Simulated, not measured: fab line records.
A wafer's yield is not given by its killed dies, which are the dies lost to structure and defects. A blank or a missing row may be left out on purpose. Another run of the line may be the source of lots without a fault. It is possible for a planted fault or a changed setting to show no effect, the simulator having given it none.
A lot that was struck, set against a sound lot / flow nandHarc / 43 steps out of a route of 1302
Sound: the wafers L822.1, L822.3, L822.4. Struck: wafers L836.1, L836.3, L836.4. At the end, the cause is stated.
At each step with rows: each side's tool, then ch and its chambers, then its first start. Under that, the readings that differ: sound wafers / struck wafers / difference of the means / sigmas: that difference in standard deviations of wafers without a fault.
alike: same words and numbers on both sides, and readings whose means sit less than 2 such deviations apart. not compared: any withheld reading, any reading some wafer has no value for, any bound like >300 that may hide the same value, and any number with overlapping values for which the record gives no deviation.
A row with sigmas, a row that says differs or no value, or rows on one side alone: a step with any of these is where the two part. Numbers that have no deviation but don't overlap get no sigmas and don't part them. A reading that every wafer of one side lacks parts them only if that side has two wafers or more.

first, 4 steps without rows for these wafers: NHARC_A_CONTACT_ETCH_121 (etches the open film in C4F8/O2/Ar, time 190 s, target depth 1850 nm); NHARC_A_CONTACT_ETCH_122 (etches the open film in C4F8/O2/Ar, time 190 s, target depth 1850 nm); NHARC_A_CONTACT_ETCH_123 (etches the open film in C4F8/O2/Ar, time 490 s, target depth 2110 nm); NHARC_A_CONTACT_ETCH_90 (etches the open film in CH3F/O2, target depth 40 nm, time 85.7 s).
NHARC_A_CONTACT_ETCH_96: etches the open film in C4F6/O2, target depth 20 nm, time 10 s.
  sound: rieDiel-13 ch 0,1,3; struck: rieDiel-01 ch 0,1,2
reading=oesProductAu (a.u.); sound=0.993 0.998 1.011; struck=0.941 0.941 0.943; difference=-0.059; sigmas=-2
reading=rfHoursCounterH (h); sound=1 0 1; struck=41 29 34; difference=+34; sigmas=
  alike: biasW, drypumpMotorCurrentA, rfVppV, showerheadPlenumPTorr, throttleValvePct
NHARC_A_CONTACT_CD_MEAS_53:
  struck on cdSem-03, day 29 02:04; sound on cdSem-01, day 23 01:41
  alike: cdNm
then, 3 steps without rows for these wafers: NHARC_A_CONTACT_STRIP_99 (strips in N2/H2); NHARC_A_CONTACT_STRIP_100 (strips in CF4/CHF3); NHARC_A_CONTACT_STRIP_101 (strips in O2/COS).
NHARC_A_CONTACT_ETCH_102: etches the open film in CF4/O2, target depth 100 nm, overetch 10 nm, time 55 s.
  sound on rieDiel-02 ch 0,1, day 23 02:01; struck on rieDiel-02 ch 0,2,3, day 29 02:22
  alike: biasW, cf4FlowSccm, drypumpMotorCurrentA, oesProductAu, rfVppV, showerheadPlenumPTorr, throttleValvePct
  not compared: rfHoursCounterH
then, 2 steps without rows for these wafers: NHARC_A_CONTACT_STRIP_55 (strips in O2); NHARC_A_CONTACT_STRIP_56 (strips in post etch residue remover, time 600 s).
NHARC_A_CONTACT_DEP_57: deposits aC, target thk 5300 nm.
  sound on aclDep-03 ch 0, day 23 02:45; struck on aclDep-01 ch 0, day 29 03:22
  alike: throttleValvePct
then, 11 steps without rows for these wafers: NHARC_A_CONTACT_DEP_58 (deposits SiON, target thk 90 nm); NHARC_A_CONTACT_DEHYDRATE_59 (time 120 s); NHARC_A_CONTACT_HMDS_60 (time 30 s); NHARC_A_CONTACT_COAT_61 (time 75 s); NHARC_A_CONTACT_COAT_62 (time 65 s); NHARC_A_CONTACT_COAT_63 (resist thk 90 nm); NHARC_A_CONTACT_SOFTBAKE_64 (time 55 s); NHARC_A_CONTACT_EBR_65; NHARC_A_CONTACT_EXPOSE_66 (exposes mask A CC 2); NHARC_A_CONTACT_PEB_67 (peb time 65 s); NHARC_A_CONTACT_DEVELOP_68 (develop time 35 s).
NHARC_A_CONTACT_CD_MEAS_69 targets a cd of 300 nm.
  sound on cdSem-03 ch 0, day 23 06:41; struck on cdSem-03 ch 0, day 29 07:17
  alike: cdNm
NHARC_A_CONTACT_OVL_MEAS_70:
  struck on overlay-02, day 29 07:22; sound on overlay-01, day 23 06:46
  alike: overlayXNm, overlayYNm
NHARC_A_CONTACT_INSPECT_71:
  struck on defectInspect-01, day 29 07:25; sound on defectInspect-02, day 23 06:48
reading=rawDefectCount; sound=64 68 72; struck=157 160 173; difference=+95; sigmas=+3
then, 1 step without rows for these wafers: NHARC_A_CONTACT_DESCUM_74 (chemistry O2, time 3 s).
NHARC_A_CONTACT_ETCH_75: etches the open film in CF4, target depth 39 nm, time 65 s.
  sound on rieDiel-02 ch 0,1,2, day 23 06:58; struck on rieDiel-02 ch 0,1,3, day 29 07:34
  alike: biasW, cf4FlowSccm, drypumpMotorCurrentA, oesProductAu, rfVppV, showerheadPlenumPTorr, throttleValvePct
  not compared: rfHoursCounterH
then, 5 steps without rows for these wafers: NHARC_A_CONTACT_ETCH_76 (etches the open film in N2/H2, target depth 260 nm, time 475.3 s); NHARC_A_CONTACT_ETCH_77 (etches the open film in CF4/CHF3, target depth 108.9 nm, time 54.5 s); NHARC_A_CONTACT_ETCH_78 (etches the open film in O2/COS, target depth 5300 nm, time 1378 s); NHARC_A_CONTACT_ETCH_124 (etches the open film in C4F8/O2/Ar, time 140 s, target depth 700 nm); NHARC_A_CONTACT_ETCH_125 (etches the open film in C4F8/O2/Ar, time 197 s, target depth 1918 nm).
NHARC_A_CONTACT_ETCH_126: etches the open film in C4F8/O2/Ar, time 197 s, target depth 1918 nm.
  sound on harCapEtch-03 ch 0,1, day 23 08:53; struck on harCapEtch-02 ch 0,1, day 29 09:32
  not compared: rfHoursCounterH
then, 4 steps without rows for these wafers: NHARC_A_CONTACT_ETCH_127 (etches the open film in C4F8/O2/Ar, time 197 s, target depth 1918 nm); NHARC_A_CONTACT_ETCH_128 (etches the open film in C4F8/O2/Ar, time 197 s, target depth 1918 nm); NHARC_A_CONTACT_ETCH_129 (etches the open film in C4F8/O2/Ar, time 197 s, target depth 1918 nm); NHARC_A_CONTACT_ETCH_130 (etches the open film in C4F8/O2/Ar, time 197 s, target depth 1918 nm).
NHARC_A_CONTACT_ETCH_131: etches the open film in C4F8/O2/Ar, time 197 s, target depth 1918 nm.
  sound on harCapEtch-03 ch 0,1, day 23 09:46; struck on harCapEtch-02 ch 0,1, day 29 10:42
  not compared: rfHoursCounterH
then, 2 steps without rows for these wafers: NHARC_A_CONTACT_ETCH_132 (etches the open film in C4F8/O2/Ar, time 197 s, target depth 1924 nm); NHARC_A_CONTACT_ETCH_133 (etches the open film in C4F8/O2/Ar, time 374 s, target depth 1610 nm).
-- jump in the record: it breaks off in module A_CONTACT and resumes in module END (first step shown: number 1302 of the route), and 2 days separate the struck wafers' starts before and after --
NHARC_END_SORT_01:
  sound on prober-02 ch 0, day 25 20:16; struck on prober-01 ch 0, day 31 17:16
reading=killedAtArray; sound=41 38 54; struck=670 670 674; difference=+627; sigmas=+31
reading=killedAtOther; sound=3 1 4; struck=0 0 0; difference=-3; sigmas=-2
reading=killedDies; sound=46 42 62; struck=672 674 675; difference=+624; sigmas=+30
  alike: killedAtPeriphery, killedOpen, killedShort

== WHERE THEY PART ==
First at NHARC_A_CONTACT_ETCH_96; last, within this record, at NHARC_END_SORT_01.

WHY: the cause the simulator had injected
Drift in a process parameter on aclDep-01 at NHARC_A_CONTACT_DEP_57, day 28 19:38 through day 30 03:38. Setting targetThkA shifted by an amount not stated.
